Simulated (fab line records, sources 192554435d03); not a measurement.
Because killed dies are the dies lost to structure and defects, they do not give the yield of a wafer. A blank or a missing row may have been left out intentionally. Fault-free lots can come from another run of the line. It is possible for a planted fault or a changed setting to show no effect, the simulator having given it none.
One fault seen from 2 desks	flow n5_finfet	each desk holds nothing but its own numbers, with what lay behind them at the end

== AT THE METROLOGY DESK ==
Lot by lot, what the gauges showed, no matter which tool ran the lot: averages of those sampled wafers that carry a number. Any lot whose mean is over 4 standard deviations away from the usual mean is out of limits and marked OUT; that distance is given in the brackets. Shown here are 7 of its 11 readings, the ones lying furthest out on some lot.
Columns: A = thk_nm at N5_SD_EPI_N_EPI_MEAS_23, usual 58.6 nm; B = IOFF_P at N5_BEOL_M4_RC_MEAS_101, usual 0.22 nA/um; C = ION_P at N5_BEOL_M4_RC_MEAS_101, usual 465 uA/um; D = SS_N at N5_BEOL_M4_RC_MEAS_101, usual 71.5 mV/dec; E = SS_P at N5_BEOL_M4_RC_MEAS_101, usual 73.3 mV/dec; F = VT_N at N5_BEOL_M4_RC_MEAS_101, usual 250 mV; G = VT_P at N5_BEOL_M4_RC_MEAS_101, usual -249.1 mV
lot	first seen here	A	B	C	D	E	F	G
L652	day 3 04:19	58.2	0.25	471	71.7	73.2	249	-246.9
L653	day 3 11:05	58.2	0.25	471	71.2	73.0	249	-244.4
L654	day 3 19:02	57.2	0.20	460	71.1	72.9	249	-251.2
L660	day 5 07:14	57.3	0.22	465	71.6	72.9	250	-249.4
L661	day 5 10:07	58.3	0.23	467	71.7	73.4	250	-248.1
L664	day 6 06:07	59.9	0.23	465	72.5	73.3	248	-248.4
L669	day 7 10:40	59.4	0.19	460	71.1	72.5	253	-251.9
L672	day 8 08:12	60.2	0.23	470	71.8	73.4	247	-246.5
L673	day 8 13:59	59.2	0.20	459	71.5	72.8	250	-251.1
L675	day 8 22:35	58.4	0.22	474	71.1	73.6	250	-247.4
This desk found nothing out of limits on any of the 10 lots.

== THE TOOL OWNER'S DESK: rie_diel-03 ==
The tool's own readings at N5_SD_EPI_P_ETCHBACK_46 (etches SiNx in CH3F/O2, stops on SiO2, target depth 17.5 nm): means of the sampled wafers that have a number, for each lot that ran on this tool. Any lot whose mean is over 4 standard deviations away from the usual mean is out of limits and marked OUT; that distance is given in the brackets.
Columns: A = O2_flow_sccm at N5_SD_EPI_P_ETCHBACK_46, usual 20.00 sccm; B = drypump_motor_current_A at N5_SD_EPI_P_ETCHBACK_46, usual 5.7 A; C = oes_product_au at N5_SD_EPI_P_ETCHBACK_46, usual 0.65 a.u.; D = rf_vpp_V at N5_SD_EPI_P_ETCHBACK_46, usual 296 V; E = showerhead_plenum_p_Torr at N5_SD_EPI_P_ETCHBACK_46, usual 2.00 Torr; F = throttle_valve_pct at N5_SD_EPI_P_ETCHBACK_46, usual 16.46 %
lot	first seen here	A	B	C	D	E	F
L652	day 3 06:29	20.02	5.5	0.61	300	2.01	16.70
L653	day 3 12:28	20.01	5.5	0.64	294	1.97	16.56
L660	day 5 08:41	20.05	5.2	0.59	292	2.05	16.70
L661	day 5 11:35	19.97	5.7	0.61	298	2.02	16.62
L664	day 6 07:37	19.92	5.6	0.62	294	1.98	16.59
L673	day 8 15:28	20.02	5.5	0.61	294	1.98	16.63
L675	day 9 00:10	19.99	5.4	0.67	295	1.98	16.59
This desk found nothing out of limits on any of the 7 lots.

== BROUGHT TOGETHER ==
From the metrology desk's view, nothing was out of limits.
Nothing out of limits was seen by the tool owner's desk.

== WHAT THE SIMULATOR HAD INSERTED ==
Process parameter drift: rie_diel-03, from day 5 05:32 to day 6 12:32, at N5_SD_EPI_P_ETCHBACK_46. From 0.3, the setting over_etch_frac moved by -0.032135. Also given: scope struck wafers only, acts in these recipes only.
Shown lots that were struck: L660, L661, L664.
